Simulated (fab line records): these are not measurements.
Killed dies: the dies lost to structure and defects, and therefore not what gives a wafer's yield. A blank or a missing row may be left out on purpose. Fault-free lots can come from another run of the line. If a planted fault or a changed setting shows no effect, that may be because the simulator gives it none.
A lot that was struck, set against a sound lot + flow n5_finfet + 39 steps out of a route of 1938
Sound: these wafers, L612.1, L612.2, L612.5. The struck wafers were L630.3, L630.4, L630.6. Last of all comes the cause.
At each step with rows: each side's tool, then ch and its chambers, then its first start. Under that, the readings that differ: sound wafers + struck wafers + difference of the means + sigmas: that difference in standard deviations of wafers without a fault.
alike: same words and numbers on both sides, and readings whose means sit less than 2 such deviations apart. not compared: any withheld reading, any reading some wafer has no value for, any bound like >300 that may hide the same value, and any number with overlapping values for which the record gives no deviation.
The two part at a step that has a row with sigmas, a row that says differs or no value, or rows on one side only. Non-overlapping numbers with no deviation appear without sigmas and do not part them. Lack of a reading on every wafer of one side parts them only where that side has two or more wafers.

first, 9 steps without rows for these wafers: N5_BEOL_M5_DESCUM_33 (chemistry O2, time 7 s); N5_BEOL_M5_ETCH_75 (etches underlayer in N2/H2, target depth 6.5 nm, time 5.2 s); N5_BEOL_M5_ETCH_67 (etches SiARC in CF4, target depth 15.6 nm, time 26 s); N5_BEOL_M5_ETCH_68 (etches SOC in N2/H2, target depth 80 nm, overetch 16 nm, time 120 s); N5_BEOL_M5_STRIP_69 (strips in N2/H2); N5_BEOL_M5_STRIP_76 (strips in N2/H2); N5_BEOL_M5_VIA_ETCH_34 (etches SiCOH lowk in C4F6/O2, target depth 88.3 nm, time 39.2 s); N5_BEOL_M5_STRIP_85 (strips in C4F6/O2); N5_BEOL_M5_STRIP_36 (strips in N2/H2).
N5_BEOL_M5_TRENCH_ETCH_37: etches SiCOH lowk in C4F6/O2, target depth 71.652 nm, time 24.7 s.
  sound on rie_diel-05 ch 0,1,3, day 8 21:42; struck on rie_diel-05 ch 2,3, day 13 09:37
| reading                             | sound             | struck            | difference | sigmas |
|-------------------------------------|-------------------|-------------------|------------|--------|
| bias_w (W)                          | 184.9 185.6 184.8 | 148.3 148.6 148.6 | -36.6      | -59    |
| rf_vpp_V (V)                        | 682 684 666       | 570 553 556       | -118       | -8     |
| model.etch.depth_nm (nm)            | 69.97 72.62 73.14 | 64.93 64.22 64.24 | -7.45      |        |
| model.BEOL_M5.feature_depth_nm (nm) | 70 72.6 73.2      | 65 64.2 64.2      | -7         |        |
  alike: drypump_motor_current_A, mfc_ar_sccm, oes_product_au, showerhead_plenum_p_Torr, throttle_valve_pct
  not compared: rf_hours_counter_h
then, 2 steps without rows for these wafers: N5_BEOL_M5_ETCH_41 (etches SiCN in CH3F/O2, target depth 31.5 nm, time 56.7 s); N5_BEOL_M5_STRIP_91 (strips in N2/H2, time 10 s).
N5_BEOL_M5_OCD_MEAS_38:
  sound on ocd-01, day 8 21:52; struck on ocd-01, day 13 09:46
| reading              | sound          | struck         | difference | sigmas |
|----------------------|----------------|----------------|------------|--------|
| trench_depth_nm (nm) | 70.2 72.3 72.9 | 65.3 64.0 64.2 | -7.3       | -4     |
then, 21 steps without rows for these wafers: N5_BEOL_M5_HM_STRIP_39 (strips TiN in peroxide tin strip, target depth 25 nm, time 158 s); N5_BEOL_M5_SRD_40 (time 30 s); N5_BEOL_M5_PRECLEAN_42 (cleans in residue remover, time 60 s); N5_BEOL_M5_SRD_43 (time 30 s); N5_BEOL_M5_CURE_80 (cures SiCOH lowk, time 120 s); N5_BEOL_M5_DEGAS_44 (time 60 s); N5_BEOL_M5_PRE_CLEAN_45 (time 30 s); N5_BEOL_M5_ALD_86 (deposits TaN, pulse time 2 s, purge time 3 s, co reactant purge time 2 s); N5_BEOL_M5_SURFACE_TREAT_87; N5_BEOL_M5_CVD_47 (deposits Co from CCTBA/H2, target thk 3 nm, time 216 s); N5_BEOL_M5_SPUTTER_48 (material Cu, target thk 15 nm, time 27.62 s); N5_BEOL_M5_ANNEAL_49 (time 1800 s); N5_BEOL_M5_SPUTTER_81 (material Cu, target thk 15 nm, time 27.62 s); N5_BEOL_M5_ANNEAL_82 (time 1800 s); N5_BEOL_M5_SPUTTER_83 (material Cu, target thk 15 nm, time 27.62 s); N5_BEOL_M5_ANNEAL_84 (time 1800 s); N5_BEOL_M5_SPUTTER_88 (material Cu, target thk 15 nm, time 27.62 s); N5_BEOL_M5_ANNEAL_89 (time 1800 s); N5_BEOL_M5_SPUTTER_90 (material Cu, target thk 4.5 nm, time 8.29 s); N5_BEOL_M5_ECD_50 (material Cu, target thk 300 nm); N5_BEOL_M5_ANNEAL_51 (time 90 s).
N5_BEOL_M5_CMP_52: polishes, stops on SiCOH lowk, t overpolish 6.9 s, target thk 62 nm.
  sound on cmp-04 ch 1,2,3, day 9 04:14; struck on cmp-01 ch 0,3, day 13 16:53
| reading                                | sound          | struck       | difference | sigmas |
|----------------------------------------|----------------|--------------|------------|--------|
| model.Cu_of_BEOL_M5_ECD_50.thk_nm (nm) | 59.2 60.4 62.8 | 52.4 56.2 56 | -5.9       |        |
  alike: barrier_field_endpoint_s, clearing_platen_down_force_psi, motor_current_A, overpolish_run_s, slurry_flow_ml_min, time_to_endpoint_s
  not compared: pad_life_wafers
then, 2 steps without rows for these wafers: N5_BEOL_M5_PRE_CLEAN_77 (time 15 s); N5_BEOL_M5_CO_CAP_78 (material Co, precursor CCTBA/H2, target thk 2 nm, time 102.1 s).
N5_BEOL_M5_RS_MEAS_57: measurement is done with a four-point probe.
  sound on film_metro-01, day 9 04:43; struck on film_metro-01, day 13 17:30
| reading        | sound             | struck            | difference | sigmas |
|----------------|-------------------|-------------------|------------|--------|
| M5_RS (ohm/sq) | 0.408 0.397 0.380 | 0.475 0.435 0.436 | +0.054     | +3     |
N5_PASSIVATION_PROBE_49:
  rows exist in the record for the sound wafers here (prober-01, day 13 09:20), none for the struck ones

WHERE THEY PART
Last at N5_PASSIVATION_PROBE_49 as far as this record goes, first at N5_BEOL_M5_TRENCH_ETCH_37.

WHY: what had been put in by the simulator
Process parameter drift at N5_BEOL_M5_TRENCH_ETCH_37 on rie_diel-05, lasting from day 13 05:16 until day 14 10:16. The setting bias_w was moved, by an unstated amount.
